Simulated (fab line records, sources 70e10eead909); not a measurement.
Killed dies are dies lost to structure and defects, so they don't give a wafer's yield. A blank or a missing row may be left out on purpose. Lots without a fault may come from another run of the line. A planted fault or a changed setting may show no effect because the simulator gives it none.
Chamber matching | flow nand_harc | NHARC_P_CONTACT_ETCH_35 on rie_diel-11: 4 sister chambers
The step etches the open film in CF4, target depth 39 nm, time 65 s. 22 wafers are shown with their chamber, then 11 later ones without.

WAFERS WITH THEIR CHAMBER
wafer  | chamber | showerhead_plenum_p_Torr (Torr) | drypump_motor_current_A (A) | rf_vpp_V (V)
L074.3 | 3       | 1.89                            | 5.2                         | 153.4
L074.4 | 0       | 1.69                            | 5.9                         | 151.6
L074.6 | 0       | 1.69                            | 5.9                         | 150.5
L076.1 | 3       | 1.89                            | 5.2                         | 152.8
L076.2 | 1       | 1.87                            | 5.5                         | 152.8
L076.4 | 0       | 1.69                            | 5.9                         | 150.2
L080.1 | 3       | 1.89                            | 5.2                         | 152.0
L080.4 | 0       | 1.69                            | 5.9                         | 150.0
L080.5 | 1       | 1.87                            | 5.4                         | 152.5
L081.2 | 0       | 1.69                            | 5.9                         | 150.4
L081.3 | 3       | 1.89                            | 5.2                         | 152.9
L081.6 | 3       | 1.89                            | 5.2                         | 153.3
L087.1 | 2       | 1.68                            | 5.7                         | 151.3
L087.2 | 0       | 1.69                            | 5.9                         | 150.5
L087.5 | 2       | 1.68                            | 5.7                         | 149.8
L088.3 | 3       | 1.89                            | 5.2                         | 152.7
L088.4 | 0       | 1.68                            | 5.9                         | 152.3
L088.6 | 2       | 1.68                            | 5.7                         | 149.0
L090.3 | 1       | 1.87                            | 5.4                         | 152.4
L090.4 | 0       | 1.69                            | 5.9                         | 149.4
L090.5 | 3       | 1.89                            | 5.2                         | 152.7
L091.3 | 1       | 1.87                            | 5.4                         | 153.0

SIGNATURES (means of the wafers above)
reading                  | chamber 0 | chamber 1 | chamber 2 | chamber 3 | scatter within a chamber
showerhead_plenum_p_Torr | 1.6887    | 1.8700    | 1.6800    | 1.8900    | 0.0022
drypump_motor_current_A  | 5.900     | 5.425     | 5.700     | 5.200     | 0.0204
rf_vpp_V                 | 150.613   | 152.675   | 150.033   | 152.829   | 0.75
Rule: a wafer's distance from a chamber is the root of the sum, over the readings, of the square of ((its reading less the chamber's mean) divided by the reading's scatter). The wafer belongs to the nearest chamber; if the next one is less than 2 further off, it can't be placed. The scatter: the root of (the sum of the squares of (reading less its chamber's mean) over the shown wafers, divided by (wafers less chambers)).

WAFERS WITHOUT THEIR CHAMBER
wafer  | showerhead_plenum_p_Torr (Torr) | drypump_motor_current_A (A) | rf_vpp_V (V)
L091.5 | 1.68                            | 5.7                         | 150.2
L091.6 | 1.87                            | 5.4                         | 152.7
L095.2 | 1.89                            | 5.2                         | 153.0
L095.3 | 1.68                            | 5.9                         | 149.3
L095.4 | 1.68                            | 6.0                         | 149.1
L096.1 | 1.68                            | 5.7                         | 149.6
L096.2 | 1.87                            | 5.4                         | 152.3
L096.3 | 1.89                            | 5.2                         | 153.7
L097.1 | 1.89                            | 5.2                         | 152.9
L097.5 | 1.89                            | 5.2                         | 152.9
L097.6 | 1.68                            | 5.9                         | 149.0

WHICH CHAMBER EACH WENT THROUGH
wafer  | from the rows above | in truth
L091.5 | 2                   | 2
L091.6 | 1                   | 1
L095.2 | 3                   | 3
L095.3 | 0                   | 0
L095.4 | 0                   | 0
L096.1 | 2                   | 2
L096.2 | 1                   | 1
L096.3 | 3                   | 3
L097.1 | 3                   | 3
L097.5 | 3                   | 3
L097.6 | 0                   | 0
Placed correctly: 11 of 11. Can't be placed from these rows: 0. Placed wrongly: 0.
